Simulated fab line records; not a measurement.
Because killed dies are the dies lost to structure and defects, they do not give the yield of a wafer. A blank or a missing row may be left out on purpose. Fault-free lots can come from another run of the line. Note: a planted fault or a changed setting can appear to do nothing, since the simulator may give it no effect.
Chamber matching / flow nand_harc / 4 sister chambers for NHARC_A_WL_FILL_CMP_12 on cmp-02
The step polishes, t overpolish 30 s, target thk 75 nm. 14 wafers are shown with their chamber, then 7 later ones without.

## EACH WAFER AND ITS CHAMBER
wafer=L075.3; chamber=0; motor_current_A (A)=9.9; time_to_endpoint_s (s)=14.3; overpolish_run_s (s)=30.003
wafer=L075.4; chamber=2; motor_current_A (A)=13.7; time_to_endpoint_s (s)=17.7; overpolish_run_s (s)=29.994
wafer=L075.5; chamber=3; motor_current_A (A)=10.7; time_to_endpoint_s (s)=16.3; overpolish_run_s (s)=29.998
wafer=L080.2; chamber=3; motor_current_A (A)=10.4; time_to_endpoint_s (s)=13.0; overpolish_run_s (s)=30.007
wafer=L080.3; chamber=2; motor_current_A (A)=12.9; time_to_endpoint_s (s)=14.6; overpolish_run_s (s)=29.995
wafer=L080.5; chamber=1; motor_current_A (A)=11.5; time_to_endpoint_s (s)=17.1; overpolish_run_s (s)=29.983
wafer=L079.2; chamber=3; motor_current_A (A)=10.6; time_to_endpoint_s (s)=12.8; overpolish_run_s (s)=30.012
wafer=L079.4; chamber=1; motor_current_A (A)=12.3; time_to_endpoint_s (s)=17.0; overpolish_run_s (s)=30.000
wafer=L079.5; chamber=1; motor_current_A (A)=11.3; time_to_endpoint_s (s)=15.1; overpolish_run_s (s)=29.990
wafer=L083.1; chamber=1; motor_current_A (A)=12.1; time_to_endpoint_s (s)=17.5; overpolish_run_s (s)=30.004
wafer=L083.5; chamber=2; motor_current_A (A)=13.3; time_to_endpoint_s (s)=16.0; overpolish_run_s (s)=29.989
wafer=L083.6; chamber=1; motor_current_A (A)=11.4; time_to_endpoint_s (s)=17.5; overpolish_run_s (s)=29.998
wafer=L083.2; chamber=3; motor_current_A (A)=10.6; time_to_endpoint_s (s)=12.6; overpolish_run_s (s)=29.998
wafer=L083.3; chamber=2; motor_current_A (A)=13.3; time_to_endpoint_s (s)=15.4; overpolish_run_s (s)=30.006

SIGNATURES, as means of the wafers listed above
reading=motor_current_A; chamber 0=9.900; chamber 1=11.720; chamber 2=13.300; chamber 3=10.575; scatter within a chamber=0.343
reading=time_to_endpoint_s; chamber 0=14.300; chamber 1=16.840; chamber 2=15.925; chamber 3=13.675; scatter within a chamber=1.36
reading=overpolish_run_s; chamber 0=30.00300; chamber 1=29.99500; chamber 2=29.99600; chamber 3=30.00375; scatter within a chamber=0.00763
Rule: for each reading, subtract the chamber's mean from the wafer's reading, divide by that reading's scatter and square the result; add these up over the readings and take the root, which gives the wafer's distance from the chamber. If the next closest chamber is less than 2 further off than the closest, the wafer can't be placed; otherwise it belongs to the closest. The scatter: the root of (the sum of the squares of (reading less its chamber's mean) over the shown wafers, divided by (wafers less chambers)).

## WAFERS WITH NO CHAMBER GIVEN
wafer=L083.4; motor_current_A (A)=9.9; time_to_endpoint_s (s)=13.0; overpolish_run_s (s)=29.981
wafer=L087.2; motor_current_A (A)=9.8; time_to_endpoint_s (s)=13.2; overpolish_run_s (s)=30.002
wafer=L087.4; motor_current_A (A)=13.6; time_to_endpoint_s (s)=15.6; overpolish_run_s (s)=30.005
wafer=L087.6; motor_current_A (A)=11.1; time_to_endpoint_s (s)=15.3; overpolish_run_s (s)=29.994
wafer=L087.1; motor_current_A (A)=12.4; time_to_endpoint_s (s)=16.5; overpolish_run_s (s)=30.004
wafer=L087.3; motor_current_A (A)=10.6; time_to_endpoint_s (s)=13.7; overpolish_run_s (s)=30.004
wafer=L087.5; motor_current_A (A)=13.8; time_to_endpoint_s (s)=14.6; overpolish_run_s (s)=29.997

## THE CHAMBER EACH PASSED THROUGH
wafer=L083.4; from the rows above=can't be placed: 0 or 3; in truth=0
wafer=L087.2; from the rows above=can't be placed: 0 or 3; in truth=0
wafer=L087.4; from the rows above=2; in truth=2
wafer=L087.6; from the rows above=can't be placed: 1 or 3 or 0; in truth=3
wafer=L087.1; from the rows above=can't be placed: 1 or 2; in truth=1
wafer=L087.3; from the rows above=3; in truth=3
wafer=L087.5; from the rows above=2; in truth=2
Correctly placed: 3 of 7. These rows do not allow placing 4 (true chamber among the candidates in 4). Number placed wrongly: 0.
